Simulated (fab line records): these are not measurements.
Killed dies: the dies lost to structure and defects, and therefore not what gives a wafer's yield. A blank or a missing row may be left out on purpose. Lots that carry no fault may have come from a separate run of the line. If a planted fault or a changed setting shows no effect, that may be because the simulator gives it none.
fab line records    flow n5_finfet
record lots=9  wafers=24  last_day=18
route steps=1938 shown SD_EPI_N@282 SD_EPI_P@304 SD_ACTIVATION@332 BEOL_M4@1111
lots that met no fault: from a run of the same line without faults
start_h: start of the lot's first displayed wafer, in hours after the record's first day    wait_h: time in hours since the lot's previous step    " the same as in the row above    L1.1+2: one row covering several wafers at once    - no value, or no start given    * or withheld: withheld    < > ~ a bound
route shown NAME@n: names a module that has steps shown in the file, with the first one's number in the route    usual: mean/standard deviation of fault-free wafers    same: alike in all rows    chamber/n: place in a boat    sites: each site's reading    _std_site: standard deviation of those values    _edge_site: outer sites' mean less inner sites'    radius_mm: for every site, how far away it sits from the centre of the wafer    mask NAME#n: copy n    behind: the last tool/chamber to shape the wafer    hold: the reason the lot was held/the length of the hold in hours/how it ended    device: the transistor (n, p or np) that didn't switch    end of line: tests of these same wafers at the route's end    for a step that has no rows: nothing shown but its recipe    killed: the dies lost at the first sort to structure and to defects; this is not the yield of the wafer    map: a wafer's dies, x killed, . not, _ none there
set.NAME: setting as actually run; set.NAME@STEP: the setting as run at that earlier step    model.NAME: the simulator's own value behind a step, which no gauge read
route steps across a sampled set of lots; one table per step, one row per wafer
services: a tool's chamber out of use, with start hour (start_h, from the record's first day; less than 0 if before it), hours out, and reason
## steps
# step N5_SD_EPI_N_STRIP_38
# recipe chemistry=N2/H2  power_w=1000  temp_c=250  h2_frac=0.65  overash_fraction=0.3  pressure_mtorr=withheld  n2_flow_sccm=1750  h2_flow_sccm=3250
# usual drypump_motor_current_A=5.95/0.27  heater_power_w=328/22  oes_product_au=0.761/0.011
lot.wafer  tool             chamber  start_h  wait_h  drypump_motor_current_A  heater_power_w  oes_product_au  rf_hours_counter_h
L374.1     plasma_asher-02  0        70.81    0.1     5.96                     340             0.778           36
L374.4     "                0        "        "       5.95                     332             0.757           -
L374.5     "                0        "        "       5.97                     336             0.763           -
L376.4     plasma_asher-01  0        81.83    0.1     5.90                     349             0.759           -
L376.5     "                1        "        "       6.30                     294             0.763           -
L376.6     "                0        "        "       5.90                     348             0.768           -
L379.2     plasma_asher-02  1        100.49   0.1     5.50                     334             0.745           41
L379.3     "                1        "        "       5.51                     330             0.769           -
L380.2     plasma_asher-01  0        106.23   0.1     5.90                     357             0.757           93
L380.4     "                0        "        "       5.89                     357             0.773           -
L380.6     "                0        "        "       5.92                     343             0.768           -
L381.1     plasma_asher-01  1        111.57   0.1     6.32                     303             0.790           94
L381.2     "                0        "        "       5.88                     355             0.747           94
L381.3     "                0        "        "       5.88                     353             0.755           -
L382.3     plasma_asher-01  0        122.99   0.1     5.92                     342             0.738           -
L382.4     "                1        "        "       6.29                     299             0.742           -
L382.6     "                0        "        "       5.90                     351             0.768           -
L384.1     plasma_asher-02  0        130.76   0.1     5.96                     332             0.778           47
L384.2     "                1        "        "       5.50                     333             0.756           47
L390.3     plasma_asher-01  1        166.27   0.1     6.26                     294             0.764           -
L390.4     "                0        "        "       5.88                     347             0.771           -
L394.3     plasma_asher-02  1        189.60   0.1     5.50                     329             0.744           -
L394.5     "                1        "        "       5.48                     342             0.776           -
L394.6     "                0        "        "       5.94                     340             0.750           -
# step N5_SD_EPI_P_OVL_MEAS_10
# recipe points_per_wafer=44
# usual SD_P_BLK_OVL=-0.3/0.7
lot.wafer  tool        chamber  start_h  wait_h  SD_P_BLK_OVL[nm]
L374.1     overlay-02  0        74.40    0.0     -0.9
L374.4     "           0        "        "       0.4
L374.5     "           0        "        "       -0.7
L376.4     overlay-01  0        85.68    0.0     -0.3
L376.5     "           0        "        "       -0.3
L376.6     "           0        "        "       0.3
L379.2     overlay-01  0        104.08   0.0     -1.3
L379.3     "           0        "        "       0.1
L380.2     overlay-01  0        110.75   0.0     -0.7
L380.4     "           0        "        "       0.0
L380.6     "           0        "        "       0.3
L381.1     overlay-01  0        115.80   0.0     0.3
L381.2     "           0        "        "       -0.8
L381.3     "           0        "        "       0.5
L382.3     overlay-02  0        126.89   0.0     0.3
L382.4     "           0        "        "       0.9
L382.6     "           0        "        "       0.3
L384.1     overlay-01  0        134.45   0.0     -0.3
L384.2     "           0        "        "       -1.4
L390.3     overlay-01  0        171.11   0.0     -0.5
L390.4     "           0        "        "       -0.3
L394.3     overlay-01  0        193.62   0.0     1.5
L394.5     "           0        "        "       1.3
L394.6     "           0        "        "       -0.3
# step N5_SD_EPI_P_ETCH_36
# recipe chemistry=CF4  target=SiARC  target_depth_a=455  mask_material=CAR-ArF-block  time_s=75.8  ion_energy_ev=80  pressure_mtorr=40  source_w=545  bias_w=36  Ar_flow_sccm=100  cf4_flow_sccm=100  ends=cleared
# usual drypump_motor_current_A=5.7/0.55  etch_rf_on_time_s=77.0/2.3  oes_product_au=0.70/0.068  rf_vpp_V=184.5/1.3  showerhead_plenum_p_Torr=2.19/0.075  throttle_valve_pct=15.48/0.28
lot.wafer  tool         chamber  start_h  wait_h  drypump_motor_current_A  etch_rf_on_time_s  oes_product_au  rf_hours_counter_h  rf_vpp_V  showerhead_plenum_p_Torr  throttle_valve_pct
L374.1     rie_diel-03  3        74.73    0.0     5.2                      80.1               0.59            202                 185.3     2.14                      15.81
L374.4     "            1        "        "       5.3                      79.4               0.74            25                  186.0     2.27                      15.43
L374.5     "            0        "        "       6.1                      75.0               0.59            -                   183.8     2.11                      15.96
L376.4     rie_diel-04  2        86.15    0.0     6.7                      74.0               0.70            -                   182.9     2.07                      15.62
L376.5     "            3        "        "       5.1                      77.6               0.70            -                   182.9     2.11                      15.24
L376.6     "            1        "        "       6.1                      76.9               0.75            -                   184.8     2.26                      15.46
L379.2     rie_diel-03  2        104.18   0.0     5.7                      74.5               0.78            30                  185.7     2.26                      15.33
L379.3     "            1        "        "       5.3                      77.2               0.74            33                  186.7     2.27                      15.44
L380.2     rie_diel-05  1        110.84   0.0     6.4                      76.8               0.60            208                 184.8     2.20                      15.85
L380.4     "            2        "        "       5.1                      78.8               0.61            172                 182.8     2.22                      15.80
L380.6     "            3        "        "       5.2                      77.3               0.75            -                   184.5     2.19                      15.44
L381.1     rie_diel-04  1        115.89   0.0     6.1                      78.0               0.74            42                  184.5     2.25                      15.48
L381.2     "            3        "        "       5.1                      79.2               0.69            68                  184.2     2.10                      15.25
L381.3     "            0        "        "       5.3                      75.0               0.81            5                   184.9     2.27                      14.97
L382.3     rie_diel-04  3        127.01   0.0     5.1                      80.1               0.68            70                  183.7     2.10                      15.25
L382.4     "            2        "        "       6.6                      74.9               0.67            131                 182.7     2.07                      15.66
L382.6     "            0        "        "       5.3                      74.6               0.80            -                   186.0     2.27                      14.96
L384.1     rie_diel-03  3        134.55   0.0     5.2                      81.5               0.58            222                 183.9     2.13                      15.87
L384.2     "            2        "        "       5.7                      75.9               0.76            41                  186.2     2.26                      15.31
L390.3     rie_diel-04  3        171.28   0.0     5.1                      80.3               0.67            81                  182.5     2.10                      15.27
L390.4     "            1        "        "       6.1                      79.0               0.71            59                  185.4     2.25                      15.53
L394.3     rie_diel-04  3        193.72   0.0     5.1                      78.9               0.67            85                  183.8     2.10                      15.28
L394.5     "            1        "        "       6.1                      78.1               0.71            -                   185.1     2.25                      15.55
L394.6     "            0        "        "       5.3                      73.6               0.77            -                   185.2     2.26                      15.00
# step N5_SD_EPI_P_EPI_21
# recipe material=SiGe:B  dopant=B  temp_c=550  pressure_torr=20  ambient=H2  time_s=355
# usual epi_growth_time_s=355/0
lot.wafer  tool          chamber  start_h  wait_h  epi_growth_time_s
L374.1     epi_rpcvd-03  0        76.17    0.2     355
L374.4     "             0        77.61    1.5     355
L374.5     "             0        "        "       355
L376.4     epi_rpcvd-03  0        89.64    2.0     355
L376.5     "             0        "        "       355
L376.6     "             0        "        "       355
L379.2     epi_rpcvd-04  0        105.85   0.5     355
L379.3     "             0        "        "       355
L380.2     epi_rpcvd-03  0        112.51   0.5     355
L380.4     "             0        "        "       355
L380.6     "             0        "        "       355
L381.1     epi_rpcvd-03  0        117.20   0.1     355
L381.2     "             0        "        "       355
L381.3     "             0        "        "       355
L382.3     epi_rpcvd-02  0        129.89   1.4     355
L382.4     "             0        "        "       355
L382.6     "             0        131.81   3.2     355
L384.1     epi_rpcvd-04  0        135.98   0.2     355
L384.2     "             0        "        "       355
L390.3     epi_rpcvd-03  0        173.31   0.8     449.5
L390.4     "             0        "        "       449.5
L394.3     epi_rpcvd-03  0        195.75   0.8     449.5
L394.5     "             0        "        "       355
L394.6     "             0        "        "       355
# step N5_SD_EPI_P_EPI_MEAS_23
# recipe mode=xrd
# usual thk_nm=61.0/1.3
lot.wafer  tool           chamber  start_h  wait_h  thk_nm
L374.1     film_metro-01  -        79.08    2.4     60.8
L374.4     "              -        "        "       62.3
L374.5     "              -        "        "       62.3
L376.4     film_metro-01  -        91.62    1.3     60.5
L376.5     "              -        "        "       58.7
L376.6     "              -        "        "       62.1
L379.2     film_metro-01  -        107.69   1.5     61.6
L379.3     "              -        "        "       60.9
L380.2     film_metro-01  -        114.36   1.5     61.2
L380.4     "              -        "        "       60.4
L380.6     "              -        "        "       61.4
L381.1     film_metro-02  -        119.40   1.8     62.8
L381.2     "              -        "        "       61.1
L381.3     "              -        "        "       60.6
L382.3     film_metro-02  -        132.49   2.0     60.5
L382.4     "              -        "        "       59.6
L382.6     "              -        "        "       61.0
L384.1     film_metro-02  -        138.89   2.4     61.8
L384.2     "              -        "        "       62.0
L390.3     film_metro-02  -        174.79   1.1     71.7
L390.4     "              -        "        "       71.6
L394.3     film_metro-02  -        197.23   1.1     70.8
L394.5     "              -        "        "       60.9
L394.6     "              -        "        "       60.3
# step N5_SD_ACTIVATION_RS_MEAS_03
# recipe thk_meas_gauge=four-point-probe
# usual RS_SD_N=21.9/0.31  RS_SD_P=55.7/0.8
lot.wafer  tool           chamber  start_h  wait_h  RS_SD_N[ohm/sq]  RS_SD_P[ohm/sq]
L374.1     film_metro-02  -        79.79    0.2     21.4             56.3
L374.4     "              -        "        "       21.5             55.3
L374.5     "              -        "        "       21.4             55.6
L376.4     film_metro-02  -        92.28    0.1     22.0             56.9
L376.5     "              -        "        "       21.8             56.9
L376.6     "              -        "        "       21.8             56.0
L379.2     film_metro-02  -        108.43   0.2     22.4             55.7
L379.3     "              -        "        "       21.8             55.4
L380.2     film_metro-01  -        114.99   0.2     21.6             54.0
L380.4     "              -        "        "       21.8             54.8
L380.6     "              -        "        "       22.0             54.7
L381.1     film_metro-02  -        120.02   0.2     21.7             55.9
L381.2     "              -        "        "       21.9             55.2
L381.3     "              -        "        "       22.0             56.3
L382.3     film_metro-02  -        133.14   0.2     21.9             56.2
L382.4     "              -        "        "       22.2             56.3
L382.6     "              -        "        "       22.1             56.7
L384.1     film_metro-01  -        139.50   0.2     22.0             55.1
L384.2     "              -        "        "       22.1             55.2
L390.3     film_metro-01  -        175.43   0.2     21.9             47.9
L390.4     "              -        "        "       22.2             48.0
L394.3     film_metro-01  -        197.88   0.2     21.7             48.3
L394.5     "              -        "        "       21.5             57.3
L394.6     "              -        "        "       21.2             56.7
# step N5_BEOL_M4_RC_MEAS_101
# usual DIBL_N=36.2/2.2  DIBL_P=36.1/2.8  IOFF_N=0.16/0.041  IOFF_P=0.21/0.047  ION_N=676/16  ION_P=463/11  RS_SD_P=65.4/1.1  SS_N=71.6/0.78  SS_P=73.3/0.86  VT_N=249/3.8  VT_P=-251/3.9
lot.wafer  tool       chamber  start_h  wait_h  DIBL_N[mV/V]  DIBL_P[mV/V]  IOFF_N[nA/um]  IOFF_P[nA/um]  ION_N[uA/um]  ION_P[uA/um]  RS_SD_P[ohm/sq]  SS_N[mV/dec]  SS_P[mV/dec]  VT_N[mV]  VT_P[mV]
L374.1     prober-02  0        202.84   0.0     37.1          37.5          0.18           0.23           682           465           65.5             72.0          73.7          246       -249
L374.4     "          0        "        "       35.7          34.3          0.16           0.17           668           451           64.7             72.5          73.5          251       -252
L374.5     "          0        "        "       35.9          36.3          0.16           0.20           684           465           64.8             71.1          73.9          250       -254
L376.4     prober-01  0        204.85   0.5     40.0          39.7          0.23           0.24           689           455           67.0             72.8          74.9          244       -251
L376.5     "          0        "        "       38.2          38.1          0.17           0.21           662           449           67.3             72.8          73.2          248       -254
L376.6     "          0        "        "       34.4          33.4          0.12           0.16           680           463           66.5             70.5          72.3          255       -255
L379.2     prober-01  0        223.12   0.2     37.9          38.6          0.19           0.26           698           482           65.4             71.6          73.8          248       -246
L379.3     "          0        "        "       35.0          35.5          0.13           0.21           662           464           65.4             71.4          72.8          252       -251
L380.2     prober-02  0        237.18   0.2     37.7          37.3          0.18           0.23           680           463           63.1             72.4          73.0          249       -248
L380.4     "          0        "        "       32.6          31.9          0.10           0.16           664           460           64.1             69.9          72.2          255       -253
L380.6     "          0        "        "       39.5          40.4          0.22           0.28           678           464           64.1             71.7          74.3          247       -247
L381.1     prober-01  0        241.22   0.0     34.4          33.7          0.15           0.21           679           469           65.4             71.0          73.1          251       -248
L381.2     "          0        "        "       35.1          32.9          0.17           0.20           708           478           65.4             71.5          72.3          246       -249
L381.3     "          0        "        "       37.0          37.8          0.20           0.29           673           469           66.8             71.7          74.1          244       -246
L382.3     prober-01  0        243.53   0.3     37.2          36.5          0.19           0.20           695           472           66.4             71.7          73.8          246       -254
L382.4     "          0        "        "       34.2          34.1          0.13           0.17           646           446           66.6             70.3          72.6          250       -256
L382.6     "          0        "        "       35.3          36.3          0.16           0.21           665           454           66.1             71.2          73.6          247       -252
L384.1     prober-01  0        246.21   0.0     40.1          40.9          0.24           0.29           682           467           65.7             73.4          75.0          244       -249
L384.2     "          0        "        "       32.8          31.5          0.11           0.14           653           451           64.8             70.9          72.2          253       -257
L390.3     prober-02  0        290.82   0.3     38.1          37.1          0.18           0.19           674           460           55.9             71.8          73.1          247       -251
L390.4     "          0        "        "       36.2          35.0          0.13           0.16           666           458           56.1             70.9          73.0          252       -255
L394.3     prober-01  0        313.13   0.3     35.8          38.0          0.15           0.26           661           469           56.7             70.6          74.0          250       -247
L394.5     "          0        "        "       40.4          42.0          0.26           0.31           701           482           66.5             72.5          75.7          242       -245
L394.6     "          0        "        "       31.0          31.3          0.08           0.13           647           449           66.4             69.6          71.7          260       -255
## services
tool             chamber  start_h  hours  kind
rie_diel-05      0        61.90    4.1    repair
rie_diel-04      0        63.16    -      clean
rie_diel-04      0        63.16    -      consumable_replace:focus_ring
rie_diel-04      0        63.16    -      consumable_replace:showerhead
rie_diel-04      3        93.70    2.8    repair
rie_diel-03      0        106.18   2.4    repair
rie_diel-03      0        108.61   -      clean
rie_diel-03      0        108.61   -      consumable_replace:focus_ring
rie_diel-03      0        108.61   27.6   scheduled_down
rie_diel-03      0        108.61   27.6   vent_cycle
rie_diel-04      3        137.60   7.0    repair
rie_diel-03      -        157.63   0.1    repair
epi_rpcvd-02     -        161.09   2.8    pm
plasma_asher-02  -        161.65   7.2    repair
rie_diel-05      1        164.37   3.9    repair
rie_diel-03      3        179.41   1.8    repair
## key
first_sign step=N5_SD_EPI_P_EPI_21  reading=epi_growth_time_s  direction=up  sigmas=99+  usual=*  struck=*
effect step=N5_SD_EPI_P_EPI_MEAS_23  reading=thk_nm  direction=up  sigmas=7.9  usual=*  struck=*
effect step=N5_SD_ACTIVATION_RS_MEAS_03  reading=RS_SD_P  direction=down  sigmas=9.5  usual=55.7  struck=48.1
effect step=N5_BEOL_M4_RC_MEAS_101  reading=RS_SD_P  direction=down  sigmas=8.5  usual=65.4  struck=56.2
met_at N5_SD_EPI_P_EPI_21
struck_lots L390,L394
struck_wafers L390.3,L390.4,L394.3
not_acting_at N5_SD_EPI_N_STRIP_38,N5_SD_EPI_P_OVL_MEAS_10,N5_SD_EPI_P_ETCH_36
onset_between 117.20 173.31
fault kind=process_parameter_drift  tool=epi_rpcvd-03  chamber=-  onset_h=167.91  steps=N5_SD_EPI_P_EPI_21  channel=epi_growth_time_s  offset=*  shape=step  end_h=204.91  scope=struck_wafers_only  acts_in=*  stated=*
